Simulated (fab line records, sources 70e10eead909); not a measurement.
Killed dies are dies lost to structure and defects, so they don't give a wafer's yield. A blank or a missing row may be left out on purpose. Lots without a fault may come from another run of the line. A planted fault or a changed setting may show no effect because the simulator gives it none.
Chamber matching | flow nand_harc | NHARC_A_CONTACT_ETCH_88 on rie_diel-13: 4 sister chambers
The step etches the open film in CF4, target depth 39 nm, time 65 s. 4 wafers are shown with their chamber, then 7 later ones without.

WAFERS WITH THEIR CHAMBER
wafer  | chamber | showerhead_plenum_p_Torr (Torr)
L076.1 | 1       | 1.74
L083.6 | 2       | 1.67
L084.1 | 0       | 1.67
L084.4 | 3       | 1.81

WAFERS WITHOUT THEIR CHAMBER
wafer  | showerhead_plenum_p_Torr (Torr)
L084.5 | 1.67
L088.3 | 1.73
L088.4 | 1.67
L088.6 | 1.81
L095.1 | 1.72
L095.4 | 1.66
L095.5 | 1.66

WHICH CHAMBER EACH WENT THROUGH
wafer  | from the rows above     | in truth
L084.5 | can't be placed: 0 or 2 | 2
L088.3 | 1                       | 1
L088.4 | can't be placed: 0 or 2 | 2
L088.6 | 3                       | 3
L095.1 | 1                       | 1
L095.4 | can't be placed: 0 or 2 | 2
L095.5 | can't be placed: 0 or 2 | 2
Placed correctly: 3 of 7. Can't be placed from these rows: 4 (the true chamber is among the candidates in 4). Placed wrongly: 0.
How it was worked out, from the rows above alone: a wafer's distance from a chamber is the root of the sum, over the readings, of the square of ((its reading less the chamber's mean) divided by the reading's scatter). The wafer belongs to the nearest chamber; if the next one is less than 2 further off, it can't be placed. A chamber's mean is the mean of its shown wafers. The scatter: with one shown wafer a chamber, the root of the mean of the squares of how far each hidden wafer lies from its nearest shown one.
